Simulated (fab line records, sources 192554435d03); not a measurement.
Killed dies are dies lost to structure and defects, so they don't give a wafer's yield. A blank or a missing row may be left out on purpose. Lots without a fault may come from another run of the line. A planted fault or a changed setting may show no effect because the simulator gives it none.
fab line records | flow n5_finfet
record lots=7 wafers=21
route steps=1938 shown BEOL_M11@1546 BEOL_M12@1602 BEOL_M13@1665 BEOL_M14@1762 BEOL_M15@1809
start_h: hours from the record's first day to the start of the lot's first wafer shown | wait_h: hours since the lot's step before | " the same as in the row above | L1.1+2: a row that stands for several wafers | - no value, or no start given | * or withheld: withheld | < > ~ a bound
route shown NAME@n: a module of which the file shows steps, and the number in the route of the first | usual: mean/standard deviation of fault-free wafers | same: alike in all rows | chamber/n: place in a boat | sites: the reading at each site | _std_site: their standard deviation | _edge_site: outer sites' mean less inner sites' | radius_mm: how far each site lies from the wafer's centre | mask NAME#n: copy n | behind: the tool/chamber that last shaped the wafer | hold: why the lot was held/for how many hours/how that ended | device: the transistor (n, p or np) that didn't switch | end of line: the same wafers' tests at the end of the route | a step without rows: its recipe alone | killed: dies lost to structure and defects at the first sort, not the wafer's yield | map: a wafer's dies, x killed, . not, _ none there
set.NAME: the setting as run; set.NAME@STEP: as run at that earlier step | model.NAME: the simulator's own value behind a step, which no gauge read
lots whose settings were changed on purpose; a table a step, a row a wafer
## steps
# step N5_BEOL_M11_EXPOSE_08
# recipe mask_id=M11 na=1.35 source_shape=dipole sigma_inner=0.411 sigma_outer=0.611 polarization=te dose_mj=53.75
# columns lot.wafer tool chamber start_h wait_h mask set.dose_mj
L076.1+4 arfi_scanner-01 0 258.64 - M11#0 53.75
L076.5 " 0 " " M11#0 57.43
L080.1+2+4 arfi_scanner-03 0 268.39 - M11#0 53.75
L081.3+4+5 arfi_scanner-01 0 268.63 - M11#0 53.75
L090.4+5+6 arfi_scanner-03 0 327.67 - M11#0 53.75
L091.2+6 arfi_scanner-03 0 335.56 - M11#0 57.33
L091.3 " 0 " " M11#0 53.75
L092.2+4 arfi_scanner-02 0 353.31 - M11#0 52.72
L092.5 " 0 " " M11#0 53.75
L097.2+3 arfi_scanner-03 0 382.51 - M11#0 53.75
L097.4 " 0 " " M11#0 55.02
# step N5_BEOL_M11_PEB_09
# recipe peb_temp_c=withheld peb_time_s=60 resist=CAR-ArF
# step N5_BEOL_M11_DEVELOP_10
# recipe develop_time_s=30 developer=TMAH resist=CAR-ArF rinse_liquid=diw dry=air_spin dev_temp_c=23
# step N5_BEOL_M11_CD_MEAS_11
# recipe target_cd_nm=64.1 landing_energy_ev=500 detector=se_inlens polarity=opening
# usual cd_nm=64.2/0.46
# columns lot.wafer tool chamber start_h wait_h set.dose_mj@BEOL_M11_EXPOSE_08 cd_nm
L076.1 cd_sem-02 0 258.76 - 53.75 64.3
L076.4 " 0 " " 53.75 63.6
L076.5 " 0 " " 57.43 67.5
L080.1 cd_sem-03 0 268.52 - 53.75 63.7
L080.2 " 0 " " 53.75 64.0
L080.4 " 0 " " 53.75 64.0
L081.3 cd_sem-02 0 268.75 - 53.75 64.7
L081.4 " 0 " " 53.75 64.7
L081.5 " 0 " " 53.75 64.3
L090.4 cd_sem-03 0 327.78 - 53.75 64.6
L090.5 " 0 " " 53.75 64.4
L090.6 " 0 " " 53.75 64.8
L091.2 cd_sem-03 0 335.69 - 57.33 68.1
L091.3 " 0 " " 53.75 64.7
L091.6 " 0 " " 57.33 68.2
L092.2 cd_sem-01 0 353.44 - 52.72 63.4
L092.4 " 0 " " 52.72 63.0
L092.5 " 0 " " 53.75 63.8
L097.2 cd_sem-01 0 382.63 - 53.75 64.4
L097.3 " 0 " " 53.75 64.3
L097.4 " 0 " " 55.02 65.2
# step N5_BEOL_M11_DESCUM_16
# recipe chemistry=O2 time_s=7.9 source_power_w=50 bias_power_w=20 pressure_mtorr=20 rf_frequency_hz=2.712e+07 temp_c=40 resist=CAR-ArF o2_flow_sccm=225
# step N5_BEOL_M11_ETCH_61
# recipe chemistry=CF4 target=SiARC target_depth_a=390 mask_material=CAR-ArF time_s=65 ion_energy_ev=80 pressure_mtorr=40 source_w=545 bias_w=36 Ar_flow_sccm=100 cf4_flow_sccm=100 ends=cleared
# columns lot.wafer tool chamber start_h wait_h set.dose_mj@BEOL_M11_EXPOSE_08 model.BEOL_M11.cd_offset_nm
L076.1 rie_diel-01 0 259.12 0.0 53.75 0.4
L076.4 " 2 " " 53.75 -0.2
L076.5 " 1 " " 57.43 3.4
L080.1+4 rie_diel-02 1,3 268.64 0.0 53.75 -0.4
L080.2 " 3 " " 53.75 -0.2
L081.3+4 rie_diel-01 1,2 268.87 0.0 53.75 0.4
L081.5 " 1 " " 53.75 0.2
L090.4+5 rie_diel-01 3 327.91 0.0 53.75 0.4
L090.6 " 2 " " 53.75 0.8
L091.2 rie_diel-02 0 335.81 0.0 57.33 3.8
L091.3 " 2 " " 53.75 0.2
L091.6 " 3 " " 57.33 4
L092.2 rie_diel-02 2 353.56 0.0 52.72 -0.6
L092.4 " 1 " " 52.72 -1.2
L092.5 " 2 " " 53.75 -0.4
L097.2+3 rie_diel-03 2,0 383.02 0.0 53.75 0.2
L097.4 " 3 " " 55.02 1.4
# step N5_BEOL_M11_ETCH_62
# recipe chemistry=N2/H2 target=SOC target_depth_a=1100 overetch_a=220 mask_material=SiARC temp_c=40 time_s=165 ion_energy_ev=200 pressure_mtorr=30 source_w=840 bias_w=150 n2_flow_sccm=200 h2_flow_sccm=200
# columns lot.wafer tool chamber start_h wait_h set.dose_mj@BEOL_M11_EXPOSE_08 model.BEOL_M11.cd_offset_nm
L076.1 rie_diel-01 0 259.17 0.0 53.75 0.4
L076.4 " 2 " " 53.75 -0.2
L076.5 " 1 " " 57.43 3.4
L080.1+4 rie_diel-02 1,3 268.69 0.0 53.75 -0.4
L080.2 " 3 " " 53.75 0
L081.3+5 rie_diel-01 1 268.92 0.0 53.75 0.2
L081.4 " 2 " " 53.75 0.4
L090.4 rie_diel-01 3 327.96 0.0 53.75 0.2
L090.5 " 3 " " 53.75 0.4
L090.6 " 2 " " 53.75 1
L091.2 rie_diel-02 0 335.86 0.0 57.33 3.6
L091.3 " 2 " " 53.75 0.2
L091.6 " 3 " " 57.33 3.8
L092.2 rie_diel-02 2 353.61 0.0 52.72 -1
L092.4 " 1 " " 52.72 -1.4
L092.5 " 2 " " 53.75 -0.6
L097.2 rie_diel-03 2 383.07 0.0 53.75 0
L097.3 " 0 " " 53.75 0.4
L097.4 " 3 " " 55.02 1.6
# step N5_BEOL_M11_STRIP_68
# recipe chemistry=N2/H2 temp_c=40 n2_flow_sccm=200 h2_flow_sccm=200 rf_frequency_hz=6e+07
# step N5_BEOL_M11_STRIP_67
# recipe chemistry=CF4 resist=SiARC power_w=300 bias_power_w=75 pressure_mtorr=50 cf4_flow_sccm=150 rf_frequency_hz=6e+07
# step N5_BEOL_M11_HM_OPEN_17
# recipe chemistry=Cl2/BCl3 target_depth_a=200 overetch_a=60 target=TiN mask_material=SOC ion_energy_ev=150 pressure_mtorr=10 icp_w=1000 bias_w=126 Cl2_flow_sccm=53.25 bcl3_flow_sccm=21.75 Ar_flow_sccm=25
# step N5_BEOL_M11_STRIP_19
# recipe chemistry=O2 power_w=400 temp_c=40 pressure_mtorr=30 rf_frequency_hz=6e+07 bias_power_w=0 overash_fraction=0.2 o2_flow_sccm=225
# step N5_BEOL_M11_CD_MEAS_18
# recipe pitch_nm=140 target_cd_nm=70
# usual cd_nm=70.0/0.49
# columns lot.wafer tool chamber start_h wait_h set.dose_mj@BEOL_M11_EXPOSE_08 cd_nm
L076.1 cd_sem-01 - 259.66 0.0 53.75 70.5
L076.4 " - " " 53.75 69.2
L076.5 " - " " 57.43 73.4
L080.1 cd_sem-02 - 269.16 0.0 53.75 70.0
L080.2 " - " " 53.75 70.0
L080.4 " - " " 53.75 69.6
L081.3 cd_sem-03 - 269.29 0.1 53.75 70.5
L081.4 " - " " 53.75 70.4
L081.5 " - " " 53.75 69.8
L090.4 cd_sem-03 - 328.33 0.1 53.75 70.3
L090.5 " - " " 53.75 70.2
L090.6 " - " " 53.75 71.1
L091.2 cd_sem-01 - 336.23 0.1 57.33 73.4
L091.3 " - " " 53.75 70.4
L091.6 " - " " 57.33 74.0
L092.2 cd_sem-03 - 353.98 0.1 52.72 69.2
L092.4 " - " " 52.72 68.3
L092.5 " - " " 53.75 69.0
L097.2 cd_sem-03 - 383.48 0.1 53.75 69.9
L097.3 " - " " 53.75 70.1
L097.4 " - " " 55.02 71.1
# step N5_BEOL_M11_COAT_63
# recipe resist=SOC temp_c=250 time_s=60 spin_rpm=1500 resist_thk_nm=100
# step N5_BEOL_M11_COAT_64
# recipe resist=SiARC temp_c=220 time_s=60 spin_rpm=1500 resist_thk_nm=30
# step N5_BEOL_M11_PRECLEAN_42
# recipe chemistry=residue_remover time_s=60 temp_c=40
# step N5_BEOL_M11_SRD_43
# recipe time_s=30 temp_c=23 rinse_liquid=diw dry=ipa_marangoni
# step N5_BEOL_M11_CD_MEAS_35
# recipe target_cd_nm=70 polarity=opening
# usual cd_nm=70.0/0.48
# columns lot.wafer tool chamber start_h wait_h set.dose_mj@BEOL_M11_EXPOSE_08 cd_nm
L076.1 cd_sem-01 - 262.00 0.0 53.75 70.5
L076.4 " - " " 53.75 69.2
L076.5 " - " " 57.43 73.4
L080.1 cd_sem-01 - 270.43 0.0 53.75 70.1
L080.2 " - " " 53.75 70.3
L080.4 " - " " 53.75 69.5
L081.3 cd_sem-02 - 270.74 0.0 53.75 69.9
L081.4 " - " " 53.75 70.0
L081.5 " - " " 53.75 70.3
L090.4 cd_sem-03 - 329.83 0.0 53.75 70.0
L090.5 " - " " 53.75 70.5
L090.6 " - " " 53.75 71.1
L091.2 cd_sem-01 - 338.67 0.0 57.33 73.3
L091.3 " - " " 53.75 70.1
L091.6 " - " " 57.33 73.6
L092.2 cd_sem-01 - 357.05 0.0 52.72 68.7
L092.4 " - " " 52.72 68.9
L092.5 " - " " 53.75 69.2
L097.2 cd_sem-03 - 384.80 0.0 53.75 70.0
L097.3 " - " " 53.75 70.4
L097.4 " - " " 55.02 71.7
# step N5_BEOL_M12_ILD_DEP_00
# recipe material=SiOC target_thk_a=6589.2 temp_c=350 precursor=DEMS/O2 pressure_torr=5 rf_w=500 time_s=130.7
# columns lot.wafer tool chamber start_h wait_h set.time_s model.SiOC_of_BEOL_M12_ILD_DEP_00.thk_nm
L076.1 pecvd-01 0 265.24 0.0 130.7 651.4
L076.4 " 0 " " 130.7 667.2
L076.5 " 2 " " 130.7 665.8
L080.1 pecvd-04 2 274.28 0.0 124.4 626.8
L080.2 " 0 " " 130.7 652.4
L080.4 " 2 " " 130.7 666.8
L081.3 pecvd-04 2 274.68 0.0 130.7 650.4
L081.4 " 0 " " 130.7 655.4
L081.5 " 1 " " 130.7 656.8
L090.4 pecvd-03 2 332.17 0.1 130.7 663.4
L090.5 " 1 " " 130.7 660.6
L090.6 " 0 " " 130.7 653.8
L091.2 pecvd-04 2 341.53 0.0 148.7 748
L091.3 " 0 " " 130.7 657.6
L091.6 " 1 " " 130.7 660
L092.2 pecvd-04 0 359.47 0.0 149.2 742
L092.4 " 1 " " 149.2 749.8
L092.5 " 2 " " 149.2 753
L097.2 pecvd-04 0 387.83 0.0 130.7 656.2
L097.3 " 2 " " 130.7 656.6
L097.4 " 2 " " 139.7 715
# step N5_BEOL_M12_THK_MEAS_01
# recipe reads=SiOC_of_BEOL_M12_ILD_DEP_00
# usual M12_ILD_THK=658/7.4
# columns lot.wafer tool chamber start_h wait_h set.time_s@BEOL_M12_ILD_DEP_00 M12_ILD_THK[nm]
L076.1 film_metro-01 - 265.37 0.1 130.7 652
L076.4 " - " " 130.7 667
L076.5 " - " " 130.7 666
L080.1 film_metro-02 - 274.41 0.1 124.4 627
L080.2 " - " " 130.7 653
L080.4 " - " " 130.7 667
L081.3 film_metro-01 - 274.81 0.1 130.7 650
L081.4 " - " " 130.7 655
L081.5 " - " " 130.7 656
L090.4 film_metro-01 - 332.26 0.0 130.7 664
L090.5 " - " " 130.7 661
L090.6 " - " " 130.7 654
L091.2 film_metro-02 - 341.67 0.1 148.7 748
L091.3 " - " " 130.7 657
L091.6 " - " " 130.7 660
L092.2 film_metro-01 - 359.60 0.1 149.2 742
L092.4 " - " " 149.2 750
L092.5 " - " " 149.2 753
L097.2 film_metro-02 - 387.96 0.1 130.7 657
L097.3 " - " " 130.7 657
L097.4 " - " " 139.7 716
# step N5_BEOL_M12_COAT_58
# recipe resist=BARC temp_c=205 time_s=60 spin_rpm=1500 resist_thk_nm=89
# step N5_BEOL_M12_COAT_04
# recipe spin_rpm=1625 resist_thk_nm=400
# step N5_BEOL_M12_DESCUM_15
# recipe chemistry=O2 time_s=7.9 source_power_w=50 bias_power_w=20 pressure_mtorr=20 rf_frequency_hz=2.712e+07 temp_c=40 o2_flow_sccm=225
# step N5_BEOL_M12_ETCH_59
# recipe chemistry=N2/H2 target=BARC target_depth_a=890 overetch_a=267 time_s=67.9 ion_energy_ev=200 pressure_mtorr=30 source_w=840 bias_w=150 n2_flow_sccm=200 h2_flow_sccm=200
# step N5_BEOL_M12_VIA_ETCH_16
# recipe chemistry=C4F8/O2/Ar target=SiOC pressure_mtorr=30 source_w=3000 bias_w=700 Ar_flow_sccm=400 C4F8_flow_sccm=15 O2_flow_sccm=8 he_inner_torr=15 he_outer_torr=30 target_depth_a=7248 time_s=withheld ion_energy_ev=250 ends=cleared
# columns lot.wafer tool chamber start_h wait_h set.time_s@BEOL_M12_ILD_DEP_00 model.etch.depth_nm model.coat_of_BEOL_M12_COAT_04.thk_nm
L076.1 rie_diel-04 1 265.85 0.0 * 651.3 125.8
L076.4 " 3 " " * 667.2 118.8
L076.5 " 1 " " * 665.9 119.8
L080.1 rie_diel-04 1 275.01 0.0 * 626.8 131.6
L080.2 " 0 " " * 652.5 122.2
L080.4 " 2 " " * 666.8 121.2
L081.3 rie_diel-05 2 275.41 0.0 * 650.3 123.4
L081.4 " 1 " " * 655.3 122.8
L081.5 " 3 " " * 656.7 123
L090.4 rie_diel-05 1 332.73 0.0 * 663.4 122.2
L090.5 " 3 " " * 660.5 124.4
L090.6 " 2 " " * 653.7 123.8
L091.2 rie_diel-06 2 342.28 0.0 * 748.1 97
L091.3 " 0 " " * 657.6 124.4
L091.6 " 1 " " * 660 124.2
L092.2 rie_diel-04 0 360.24 0.0 * 742.1 97
L092.4 " 1 " " * 749.8 96.8
L092.5 " 3 " " * 752.9 95.8
L097.2 rie_diel-05 2 388.44 0.0 * 656.1 125
L097.3 " 3 " " * 656.7 125.2
L097.4 " 1 " " * 715.1 107.6
# step N5_BEOL_M12_STRIP_63
# recipe chemistry=N2/H2 power_w=1000 temp_c=250 h2_frac=0.65 overash_fraction=0.3 pressure_mtorr=1000 n2_flow_sccm=1750 h2_flow_sccm=3250
# usual strip_time_to_endpoint_s=42.7/0.69
# columns lot.wafer tool chamber start_h wait_h set.time_s@BEOL_M12_ILD_DEP_00 strip_time_to_endpoint_s
L076.1 plasma_asher-02 0 266.05 - 130.7 43.3
L076.4 " 0 " " 130.7 41.4
L076.5 " 1 " " 130.7 41.7
L080.1 plasma_asher-02 1 275.21 - 124.4 44.8
L080.2 " 0 " " 130.7 42.3
L080.4 " 1 " " 130.7 42.0
L081.3 plasma_asher-02 0 275.63 - 130.7 42.6
L081.4 " 1 " " 130.7 42.4
L081.5 " 0 " " 130.7 42.5
L090.4 plasma_asher-02 1 332.95 - 130.7 42.2
L090.5 " 1 " " 130.7 42.8
L090.6 " 0 " " 130.7 42.7
L091.2 plasma_asher-01 0 342.48 - 148.7 35.4
L091.3 " 1 " " 130.7 42.9
L091.6 " 1 " " 130.7 42.8
L092.2 plasma_asher-02 0 360.44 - 149.2 35.4
L092.4 " 0 " " 149.2 35.3
L092.5 " 1 " " 149.2 35.1
L097.2 plasma_asher-02 0 388.65 - 130.7 43.0
L097.3 " 1 " " 130.7 43.1
L097.4 " 0 " " 139.7 38.3
# step N5_BEOL_M13_EXPOSE_07
# recipe mask_id=V12 na=0.93 source_shape=conventional sigma_outer=0.6 polarization=unpolarized attpsm_phase_deg=180 dose_mj=24.8
# columns lot.wafer tool chamber start_h wait_h mask set.dose_mj
L076.1+5 krf_scanner-02 0 272.42 - V12#0 23.45
L076.4 " 0 " " V12#0 24.8
L080.1+4 krf_scanner-01 0 281.19 - V12#0 26.52
L080.2 " 0 " " V12#0 24.8
L081.3+4+5 krf_scanner-01 0 281.94 - V12#0 24.8
L090.4+5+6 krf_scanner-02 0 338.84 - V12#0 24.8
L091.2+3+6 krf_scanner-02 0 345.86 - V12#0 24.8
L092.2+4 krf_scanner-02 0 366.87 - V12#0 24.8
L092.5 " 0 " " V12#0 25.81
L097.2 krf_scanner-01 0 393.83 - V12#0 24.8
L097.3+4 " 0 " " V12#0 25.71
# step N5_BEOL_M13_PEB_08
# recipe peb_temp_c=130 peb_time_s=90
# step N5_BEOL_M13_DEVELOP_09
# recipe develop_time_s=45 rinse_liquid=diw dry=air_spin dev_temp_c=21
# step N5_BEOL_M13_HARDBAKE_14
# recipe temp_c=130 time_s=120
# step N5_BEOL_M13_CD_MEAS_10
# recipe target_cd_nm=190 landing_energy_ev=500 detector=se_inlens polarity=opening
# usual cd_nm=189.5/1.3
# columns lot.wafer tool chamber start_h wait_h set.dose_mj@BEOL_M13_EXPOSE_07 cd_nm
L076.1 cd_sem-01 0 272.59 - 23.45 182.5
L076.4 " 0 " " 24.8 188.2
L076.5 " 0 " " 23.45 183.3
L080.1 cd_sem-01 0 281.36 - 26.52 195.1
L080.2 " 0 " " 24.8 188.6
L080.4 " 0 " " 26.52 195.3
L081.3 cd_sem-01 0 282.10 - 24.8 188.4
L081.4 " 0 " " 24.8 188.8
L081.5 " 0 " " 24.8 187.9
L090.4 cd_sem-03 0 339.00 - 24.8 190.0
L090.5 " 0 " " 24.8 190.2
L090.6 " 0 " " 24.8 190.1
L091.2 cd_sem-01 0 346.03 - 24.8 192.0
L091.3 " 0 " " 24.8 191.5
L091.6 " 0 " " 24.8 191.0
L092.2 cd_sem-02 0 367.04 - 24.8 190.1
L092.4 " 0 " " 24.8 190.7
L092.5 " 0 " " 25.81 195.3
L097.2 cd_sem-01 0 394.00 - 24.8 189.4
L097.3 " 0 " " 25.71 193.0
L097.4 " 0 " " 25.71 192.0
# step N5_BEOL_M13_STRIP_71
# recipe chemistry=post_etch_residue_remover time_s=60 temp_c=25 remover_ph=withheld remover_water_wt_pct=withheld remover_fluoride_wt_pct=withheld
# step N5_BEOL_M13_SRD_72
# recipe time_s=30 temp_c=23 rinse_liquid=diw dry=n2_spin spin_rpm=1500 dry_time_s=30
# step N5_BEOL_M13_CD_MEAS_17
# recipe target_cd_nm=190 polarity=opening
# usual cd_nm=189.8/1.6
# columns lot.wafer tool chamber start_h wait_h set.dose_mj@BEOL_M13_EXPOSE_07 cd_nm
L076.1 cd_sem-02 - 273.21 0.0 23.45 182.3
L076.4 " - " " 24.8 187.5
L076.5 " - " " 23.45 182.1
L080.1 cd_sem-01 - 281.98 0.0 26.52 195.0
L080.2 " - " " 24.8 187.3
L080.4 " - " " 26.52 195.3
L081.3 cd_sem-01 - 282.72 0.0 24.8 188.1
L081.4 " - " " 24.8 187.9
L081.5 " - " " 24.8 187.6
L090.4 cd_sem-01 - 339.61 0.0 24.8 190.1
L090.5 " - " " 24.8 189.8
L090.6 " - " " 24.8 190.9
L091.2 cd_sem-01 - 346.65 0.0 24.8 192.8
L091.3 " - " " 24.8 191.2
L091.6 " - " " 24.8 191.2
L092.2 cd_sem-02 - 367.65 0.0 24.8 189.9
L092.4 " - " " 24.8 190.7
L092.5 " - " " 25.81 194.9
L097.2 cd_sem-01 - 394.75 0.0 24.8 189.8
L097.3 " - " " 25.71 193.7
L097.4 " - " " 25.71 193.1
# step N5_BEOL_M14_SPUTTER_43
# recipe material=TaN target_thk_a=150 temp_c=50 bias_v=168.6 power_w=15000 chamber_pressure_pa=0.12 time_s=24.19
# columns lot.wafer tool chamber start_h wait_h set.time_s model.TaN_of_BEOL_M14_SPUTTER_43.thk_nm
L076.1+5 pvd_sputter-03 - 286.59 0.0 24.19 15
L076.4 " - " " 24.19 15.2
L080.1+2 pvd_sputter-01 - 290.18 0.0 26.98 16.4
L080.4 " - " " 26.98 16.2
L081.3+4 pvd_sputter-02 - 293.11 0.0 24.19 15.4
L081.5 " - " " 24.19 15.2
L090.4+5 pvd_sputter-03 - 348.40 0.0 24.19 14.8
L090.6 " - " " 24.19 15
L091.2+6 pvd_sputter-02 - 359.85 0.0 24.19 15.2
L091.3 " - " " 25.99 16.6
L092.2+5 pvd_sputter-02 - 378.38 0.0 21.06 13
L092.4 " - " " 24.19 14.8
L097.2+4 pvd_sputter-01 - 403.89 0.0 21.48 13.6
L097.3 " - " " 24.19 15
# step N5_BEOL_M15_TRENCH_ETCH_34
# recipe chemistry=C4F8/O2/Ar target=SiO2 target_depth_a=8729.3 he_inner_torr=15 he_outer_torr=30 time_s=199 ion_energy_ev=800 pressure_mtorr=20 source_w=1905 bias_w=2040 Ar_flow_sccm=400 C4F8_flow_sccm=16 O2_flow_sccm=12
# columns lot.wafer tool chamber start_h wait_h set.time_s model.etch.depth_nm model.coat_of_BEOL_M15_COAT_22.thk_nm
L076.1 rie_diel-02 3 290.79 0.0 199 878.2 540.8
L076.4 " 3 " " 199 892.7 540.4
L076.5 " 1 " " 199 889.6 534.6
L080.1 rie_diel-02 1 293.92 0.0 199 870.8 539.4
L080.2 " 3 " " 199 877.5 542
L080.4 " 1 " " 180 793.5 557
L081.3 rie_diel-03 0 296.80 0.0 160 696.3 575
L081.4 " 3 " " 199 881.5 536.4
L081.5 " 0 " " 160 701.5 575.4
L090.4 rie_diel-01 0 352.11 0.0 199 862.1 546.4
L090.5 " 3 " " 199 862.5 549
L090.6 " 2 " " 199 866.4 544.6
L091.2 rie_diel-02 3 363.47 0.0 183.5 806.7 554.6
L091.3 " 1 " " 183.5 801 551
L091.6 " 3 " " 199 869.3 543.6
L092.2 rie_diel-03 0 382.18 0.0 199 861.8 545.4
L092.4 " 2 " " 156.6 688.2 579.8
L092.5 " 0 " " 156.6 679.7 583.2
L097.2 rie_diel-03 2 407.80 0.0 199 872.4 543.6
L097.3 " 1 " " 199 854.2 550.8
L097.4 " 0 " " 199 853.1 552
## key
split step=N5_BEOL_M11_EXPOSE_08 setting=dose_mj stated=53.75 by=wafer
response step=N5_BEOL_M11_CD_MEAS_11 reading=cd_nm change=+0.501 per=1% r=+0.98
response step=N5_BEOL_M11_ETCH_61 reading=model.BEOL_M11.cd_offset_nm change=+0.508 per=1% r=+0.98
response step=N5_BEOL_M11_ETCH_62 reading=model.BEOL_M11.cd_offset_nm change=+0.501 per=1% r=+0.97
response step=N5_BEOL_M11_CD_MEAS_18 reading=cd_nm change=+0.495 per=1% r=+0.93
response step=N5_BEOL_M11_CD_MEAS_35 reading=cd_nm change=+0.51 per=1% r=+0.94
split step=N5_BEOL_M12_ILD_DEP_00 setting=time_s stated=130.7 by=wafer
response step=N5_BEOL_M12_ILD_DEP_00 reading=model.SiOC_of_BEOL_M12_ILD_DEP_00.thk_nm change=+6.88 per=1% r=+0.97
response step=N5_BEOL_M12_THK_MEAS_01 reading=M12_ILD_THK change=+6.91 per=1% r=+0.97
response step=N5_BEOL_M12_VIA_ETCH_16 reading=model.etch.depth_nm change=+6.88 per=1% r=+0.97
response step=N5_BEOL_M12_VIA_ETCH_16 reading=model.coat_of_BEOL_M12_COAT_04.thk_nm change=-2.09 per=1% r=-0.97
response step=N5_BEOL_M12_STRIP_63 reading=strip_time_to_endpoint_s change=* per=1% r=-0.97
split step=N5_BEOL_M13_EXPOSE_07 setting=dose_mj stated=24.8 by=wafer
response step=N5_BEOL_M13_CD_MEAS_10 reading=cd_nm change=+0.981 per=1% r=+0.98
response step=N5_BEOL_M13_CD_MEAS_17 reading=cd_nm change=+1.06 per=1% r=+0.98
split step=N5_BEOL_M14_SPUTTER_43 setting=time_s stated=24.19 by=wafer
response step=N5_BEOL_M14_SPUTTER_43 reading=model.TaN_of_BEOL_M14_SPUTTER_43.thk_nm change=+0.142 per=1% r=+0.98
split step=N5_BEOL_M15_TRENCH_ETCH_34 setting=time_s stated=199 by=wafer
response step=N5_BEOL_M15_TRENCH_ETCH_34 reading=model.etch.depth_nm change=+8.74 per=1% r=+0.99
response step=N5_BEOL_M15_TRENCH_ETCH_34 reading=model.coat_of_BEOL_M15_COAT_22.thk_nm change=-1.77 per=1% r=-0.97
